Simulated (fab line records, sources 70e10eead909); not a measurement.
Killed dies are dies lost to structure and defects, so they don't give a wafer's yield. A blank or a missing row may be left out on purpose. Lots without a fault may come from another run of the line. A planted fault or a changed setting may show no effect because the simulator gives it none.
fab line records | flow nand_harc
record lots=14 wafers=42 last_day=24
route steps=1159 shown A_BLC@980 A_M0@1010 END@1159
lots that met no fault: from a run of the same line without faults
start_h: hours from the record's first day to the start of the lot's first wafer shown | wait_h: hours since the lot's step before | " the same as in the row above | L1.1+2: a row that stands for several wafers | - no value, or no start given | * or withheld: withheld | < > ~ a bound
route shown NAME@n: a module of which the file shows steps, and the number in the route of the first | usual: mean/standard deviation of fault-free wafers | same: alike in all rows | chamber/n: place in a boat | sites: the reading at each site | _std_site: their standard deviation | _edge_site: outer sites' mean less inner sites' | radius_mm: how far each site lies from the wafer's centre | mask NAME#n: copy n | behind: the tool/chamber that last shaped the wafer | hold: why the lot was held/for how many hours/how that ended | device: the transistor (n, p or np) that didn't switch | end of line: the same wafers' tests at the end of the route | a step without rows: its recipe alone | killed: dies lost to structure and defects at the first sort, not the wafer's yield | map: a wafer's dies, x killed, . not, _ none there
set.NAME: the setting as run; set.NAME@STEP: as run at that earlier step | model.NAME: the simulator's own value behind a step, which no gauge read
steps of the route over a sample of lots; a table a step, a row a wafer
services: from which hour (start_h, from the record's first day; less than 0 if before it) a tool's chamber was out of use, for how many hours, and why
## steps
# step NHARC_A_BLC_ETCH_18
# recipe target_depth_a=9100 c4f8_flow_sccm=20 o2_flow_sccm=10 ar_flow_sccm=withheld rf_w=600 bias_w=1500 chemistry=C4F8/O2/Ar
# usual oes_product_au=0.949/0.022 rf_vpp_V=978/6.9
# columns lot.wafer tool chamber start_h wait_h oes_product_au rf_hours_counter_h rf_vpp_V
L188.1 rie_diel-08 3 - - 0.907 9 982
L188.3 " 1 " " 0.934 8 971
L188.4 " 2 " " 0.917 10 987
L190.1 rie_diel-06 1 - - 0.917 15 971
L190.6 " 2 " " 0.945 - 986
L190.5 " 3 " " 0.927 - 977
L191.3 rie_diel-08 2 - - 0.973 13 984
L191.6 " 2 " " 0.974 - 985
L191.4 " 0 " " 0.973 - 972
L193.2 rie_diel-06 1 - - 0.976 0 971
L193.6 " 1 " " 0.966 - 969
L193.5 " 2 " " 0.988 - 986
L196.2 rie_diel-06 3 - - 0.955 1 977
L196.3 " 0 " " 0.949 1 986
L196.6 " 1 " " 0.980 - 969
L195.3 rie_diel-08 1 - - 0.919 14 972
L195.1 " 3 " " 0.903 13 982
L195.5 " 2 " " 0.925 - 984
L197.4 rie_diel-06 3 - - 0.953 2 976
L197.3 " 0 " " 0.956 2 985
L197.6 " 0 " " 0.961 - 985
L198.3 rie_diel-06 1 - - 0.960 3 969
L198.6 " 0 " " 0.968 - 984
L198.5 " 1 " " 0.965 - 970
L199.1 rie_diel-08 1 - - 0.956 16 972
L199.3 " 3 " " 0.970 15 979
L199.6 " 1 " " 0.959 - 970
L206.2 rie_diel-06 3 - - 0.935 8 977
L206.1 " 0 " " 0.940 8 986
L206.6 " 0 " " 0.958 - 985
L209.2 rie_diel-06 2 - - 0.931 8 986
L209.5 " 2 " " 0.931 - 986
L209.6 " 3 " " 0.911 - 975
L207.4 rie_diel-02 1 - - 0.937 - 971
L207.5 " 3 " " 0.948 - 969
L207.6 " 0 " " 0.945 - 989
L208.2 rie_diel-08 0 - - 0.953 2 972
L208.3 " 1 " " 0.947 3 971
L208.6 " 0 " " 0.963 - 971
L210.4 rie_diel-08 3 - - 0.943 5 982
L210.3 " 0 " " 0.971 4 974
L210.5 " 2 " " 0.975 - 985
# step NHARC_A_BLC_STRIP_22
# recipe time_s=600 temp_c=30 chemistry=post_etch_residue_remover
# columns lot.wafer tool chamber start_h wait_h
L188.3+4+1 wet_bench-06 2,4,5 392.33 -
L190.1+5+6 wet_bench-06 1,4,5 399.57 -
L191.4+6+3 wet_bench-01 7,1,3 416.46 -
L193.6+2+5 wet_bench-06 5,6,0 434.65 -
L196.2+3+6 wet_bench-06 7,1,2 442.26 -
L195.5+3+1 wet_bench-06 3,4,6 443.29 -
L197.3+4+6 wet_bench-01 2,3,5 449.64 -
L198.6+3+5 wet_bench-01 4,7,0 461.70 -
L199.1+6+3 wet_bench-01 4,6,7 465.31 -
L206.1+6+2 wet_bench-01 7,1,3 505.22 -
L209.6+2+5 wet_bench-06 5,6,2 514.38 -
L207.6+5+4 wet_bench-02 6,7,1 517.40 -
L208.6+3+2 wet_bench-06 0,1,2 521.43 -
L210.4+5+3 wet_bench-06 4,5,0 533.32 -
# step NHARC_A_BLC_PVD_32
# recipe target_thk_a=50 chamber_pressure_pa=5 power_w=5000 substrate_temp_c=200 time_s=17.7 material=Ti
# usual throttle_valve_pct=30.4/0.77
# columns lot.wafer tool chamber start_h wait_h throttle_valve_pct
L188.3 pvd_sputter-01 - - - 30.7
L188.4 " - " " 31.4
L188.1 " - " " 30.8
L190.1 pvd_sputter-03 - - - 30.1
L190.6 " - " " 29.3
L190.5 " - " " 30.1
L191.3 pvd_sputter-03 - - - 30.1
L191.4 " - " " 29.4
L191.6 " - " " 30.0
L193.2 pvd_sputter-03 - - - 30.3
L193.5 " - " " 30.2
L193.6 " - " " 30.2
L196.3 pvd_sputter-02 - - - 29.3
L196.2 " - " " 31.5
L196.6 " - " " 29.0
L195.3 pvd_sputter-01 - - - 31.4
L195.1 " - " " 30.6
L195.5 " - " " 31.3
L197.3 pvd_sputter-03 - - - 29.8
L197.4 " - " " 29.9
L197.6 " - " " 29.9
L198.3 pvd_sputter-01 - - - 31.8
L198.5 " - " " 30.7
L198.6 " - " " 31.3
L199.3 pvd_sputter-02 - - - 30.6
L199.1 " - " " 29.0
L199.6 " - " " 30.2
L206.2 pvd_sputter-02 - - - 30.4
L206.1 " - " " 31.5
L206.6 " - " " 30.6
L209.2 pvd_sputter-03 - - - 30.1
L209.5 " - " " 29.6
L209.6 " - " " 29.9
L207.4 pvd_sputter-02 - - - 29.4
L207.5 " - " " 31.3
L207.6 " - " " 30.3
L208.3 pvd_sputter-03 - - - 29.8
L208.2 " - " " 30.0
L208.6 " - " " 29.4
L210.4 pvd_sputter-01 - - - 31.4
L210.3 " - " " 30.9
L210.5 " - " " 30.6
# step NHARC_A_M0_CD_MEAS_16
# usual cd_nm=80.6/1.3
# columns lot.wafer tool chamber start_h wait_h cd_nm
L188.1 cd_sem-02 - 398.77 - 78.6
L188.3 " - " " 80.0
L188.4 " - " " 78.5
L190.1 cd_sem-02 - 408.44 - 82.4
L190.5 " - " " 82.6
L190.6 " - " " 83.1
L191.3 cd_sem-01 - 419.58 - 82.2
L191.4 " - " " 80.2
L191.6 " - " " 81.0
L193.2 cd_sem-01 - 440.85 - 82.5
L193.5 " - " " 82.0
L193.6 " - " " 83.5
L196.2 cd_sem-02 - 445.21 - 78.0
L196.3 " - " " 79.4
L196.6 " - " " 78.8
L195.1 cd_sem-01 - 446.35 - 77.9
L195.3 " - " " 79.6
L195.5 " - " " 78.8
L197.3 cd_sem-03 - 454.32 - 81.9
L197.4 " - " " 82.3
L197.6 " - " " 82.9
L198.3 cd_sem-03 - 470.53 - 79.4
L198.5 " - " " 79.8
L198.6 " - " " 80.1
L199.1 cd_sem-03 - 476.24 - 80.2
L199.3 " - " " 78.1
L199.6 " - " " 79.0
L206.1 cd_sem-01 - 510.22 - 80.2
L206.2 " - " " 80.2
L206.6 " - " " 80.7
L209.2 cd_sem-03 - 518.77 - 79.7
L209.5 " - " " 82.2
L209.6 " - " " 82.1
L207.4 cd_sem-01 - 528.15 - 80.2
L207.5 " - " " 80.5
L207.6 " - " " 80.6
L208.2 cd_sem-03 - 528.64 - 78.7
L208.3 " - " " 78.7
L208.6 " - " " 79.8
L210.3 cd_sem-02 - 536.37 - 80.5
L210.4 " - " " 80.5
L210.5 " - " " 82.1
# step NHARC_END_SORT_01
# recipe temp_c=25
# usual killed_at_array=31/11 killed_at_other=0.5/0.78 killed_at_periphery=3.0/2 killed_dies=34/12 killed_open=3.2/2 killed_short=1.9/1.6
# same gross_dies=677
# columns lot.wafer tool chamber start_h wait_h killed_at_array killed_at_other killed_at_periphery killed_dies killed_open killed_short
L199.1 prober-01 0 516.11 2.5 72 0 4 76 3 3
L199.3 prober-01 0 517.69 3.1 102 1 3 106 3 7
L199.6 prober-01 0 520.07 4.0 61 1 4 66 3 0
L206.1 prober-01 0 573.18 2.5 98 0 2 100 1 5
L206.2 prober-01 0 573.97 2.8 64 0 1 65 4 1
L206.6 prober-01 0 577.14 4.0 94 0 2 96 2 2
# killed by level:class
L199.1 A_BLC:unspecified=59 A_CHANNEL_HOLE_D1:chamber_film_flake=4 A_CHANNEL_FILL_D1:geometric_particle:short=2 P_M1:chamber_film_flake=2 A_STAIRCASE:chamber_film_flake=2 A_CONTACT:chamber_film_flake=2 P_M1:geometric_particle:open=1 A_ONON_D1:geometric_particle:short=1
L199.3 A_BLC:unspecified=82 A_CONTACT:chamber_film_flake=6 P_M1:chamber_film_flake=3 A_SOURCE_PLATE:geometric_particle:short=2 A_CONTACT:geometric_particle:open=2 A_CONTACT:geometric_particle:short=2 A_STAIRCASE:chamber_film_flake=2 A_CHANNEL_HOLE_D1:geometric_particle:short=1
L199.6 A_BLC:unspecified=46 A_CONTACT:chamber_film_flake=6 A_CHANNEL_HOLE_D1:chamber_film_flake=5 P_GATE:geometric_particle:open=2 P_M1:chamber_film_flake=2 A_ZERO_WELL:chamber_film_flake=2 A_CONTACT:geometric_particle:open=1 HYBRID_BOND:chamber_film_flake=1
L206.1 A_BLC:unspecified=83 A_CHANNEL_HOLE_D1:chamber_film_flake=6 A_WL_FILL:geometric_particle:short=2 A_CONTACT:chamber_film_flake=2 P_CONTACT:geometric_particle:short=1 A_CHANNEL_HOLE_D1:geometric_particle:short=1 A_CHANNEL_FILL_D1:geometric_particle:open=1 A_CHANNEL_FILL_D1:geometric_particle:short=1
L206.2 A_BLC:unspecified=43 A_CHANNEL_HOLE_D1:chamber_film_flake=6 A_SGD_CUT:chamber_film_flake=4 A_CONTACT:chamber_film_flake=3 A_STAIRCASE:chamber_film_flake=2 P_CONTACT:geometric_particle:open=1 A_SOURCE_PLATE:geometric_particle:open=1 A_CHANNEL_FILL_D1:geometric_particle:short=1
L206.6 A_BLC:unspecified=79 A_CHANNEL_HOLE_D1:chamber_film_flake=10 P_CONTACT:geometric_particle:open=1 A_CHANNEL_FILL_D1:geometric_particle:short=1 A_CHANNEL_FILL_D1:geometric_particle:open=1 A_CONTACT:geometric_particle:short=1 P_ZERO_WELL:chamber_film_flake=1 A_STAIRCASE:chamber_film_flake=1
## services
# columns tool chamber start_h hours kind
pvd_sputter-01 - 382.88 1.3 repair
wet_bench-01 - 389.74 8.0 pm
pvd_sputter-02 - 392.01 10.0 pm
pvd_sputter-01 - 393.47 2.3 repair
pvd_sputter-02 - 402.48 1.8 repair
rie_diel-08 3 402.80 16.6 repair
rie_diel-06 - 418.20 9.0 pm
pvd_sputter-03 - 430.50 1.2 repair
pvd_sputter-03 - 458.00 10.0 pm
rie_diel-02 2 467.67 16.4 repair
rie_diel-08 1 468.33 24.8 repair
wet_bench-02 - 478.02 0.8 repair
rie_diel-08 - 478.87 9.0 pm
wet_bench-06 - 481.60 8.0 pm
wet_bench-06 0 489.60 - consumable_replace:bath
wet_bench-06 0 489.60 - consumable_replace:filter
wet_bench-06 1 489.60 - consumable_replace:bath
wet_bench-06 1 489.60 - consumable_replace:filter
wet_bench-06 2 489.60 - consumable_replace:bath
wet_bench-06 2 489.60 - consumable_replace:filter
rie_diel-02 - 504.85 9.0 pm
pvd_sputter-01 - 514.05 10.0 pm
rie_diel-06 2 522.71 3.3 repair
wet_bench-02 - 532.00 8.0 pm
## key
first_sign step=NHARC_END_SORT_01 reading=killed_at_array direction=up sigmas=4.6 usual=31 struck=82
effect step=NHARC_END_SORT_01 reading=killed_dies direction=up sigmas=4.4 usual=34 struck=85
more_kills_born_at NHARC_A_BLC_STRIP_22@wet_bench-01=392
met_at NHARC_A_BLC_STRIP_22
struck_lots L199,L206
tester_left_out L199,L206
not_acting_at NHARC_A_BLC_ETCH_18,NHARC_A_BLC_PVD_32,NHARC_A_M0_CD_MEAS_16
onset_between 461.70 465.31
fault kind=chamber_particle_source tool=wet_bench-01 chamber=- onset_h=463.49 steps=NHARC_A_BLC_STRIP_22 rate_per_visit_cm2=0.67099 end_h=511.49
# tester_left_out: of these lots the tester's yield and bins aren't shown, on N5 and GAA mostly nor the transistor test; their killed dies are dies lost to structure and defects alone, not to doping, threshold or leakage, so they don't give the yield
